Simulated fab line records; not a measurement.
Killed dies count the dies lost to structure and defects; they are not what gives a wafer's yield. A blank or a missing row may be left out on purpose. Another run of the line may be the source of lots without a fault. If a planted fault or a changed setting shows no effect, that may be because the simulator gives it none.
Matching of chambers ; flow n5-finfet ; 4 sister chambers for N5_GATE_CUT_ALD_22 on ald-sin-04
The step deposits SiNx, target thk 16 nm, pulse time 1 s, ald cycles 320. 20 wafers are shown with their chamber, then 10 later ones without.

## WAFERS, EACH WITH ITS CHAMBER
wafer;chamber;heater-power-w (W);precursor-pulse-height-rel
L077.1;1;932;1.003
L077.2;3;732;0.997
L077.5;3;734;0.987
L081.2;3;722;1.006
L081.5;0;966;0.962
L081.6;3;735;0.991
L083.1;3;711;1.008
L083.4;2;954;0.999
L083.6;2;925;1.024
L084.4;3;721;1.001
L084.5;0;998;1.002
L084.6;1;942;1.022
L085.2;1;939;0.996
L085.4;3;721;1.015
L085.5;0;973;1.025
L087.4;3;716;0.971
L087.5;2;936;0.994
L087.6;3;706;1.017
L088.1;0;984;1.022
L088.3;1;933;0.977

SIGNATURES (means of the wafers above)
reading;chamber 0;chamber 1;chamber 2;chamber 3;scatter within a chamber
heater-power-w;980.25;936.50;938.33;722.00;10.9
precursor-pulse-height-rel;1.00275;0.99950;1.00567;0.99922;0.019
Rule: distance of a wafer from a chamber = root of the sum over the readings of ((wafer's reading minus chamber's mean) / reading's scatter) squared. The wafer belongs to the nearest chamber; if the next one is less than 2 further off, it can't be placed. The scatter is the square root of a quotient: the sum, over the shown wafers, of each reading's squared deviation from its chamber's mean, divided by wafers minus chambers.

## WAFERS WITH NO CHAMBER GIVEN
wafer;heater-power-w (W);precursor-pulse-height-rel
L088.5;950;1.027
L093.3;952;1.032
L093.5;713;0.995
L093.6;987;0.995
L094.1;712;1.019
L094.4;938;1.028
L094.5;951;0.988
L095.2;986;1.000
L095.3;718;0.995
L095.6;962;1.003

## CHAMBER TAKEN BY EACH
wafer;from the rows above;in truth
L088.5;can't be placed: 2 or 1 or 0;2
L093.3;can't be placed: 2 or 1 or 0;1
L093.5;3;3
L093.6;0;0
L094.1;3;3
L094.4;can't be placed: 2 or 1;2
L094.5;can't be placed: 1 or 2 or 0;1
L095.2;0;0
L095.3;3;3
L095.6;can't be placed: 0 or 2 or 1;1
Correctly placed: 5 of 10. Cannot be placed on the basis of these rows: 5; the candidates contain the true chamber in 5. Placed wrongly: 0.
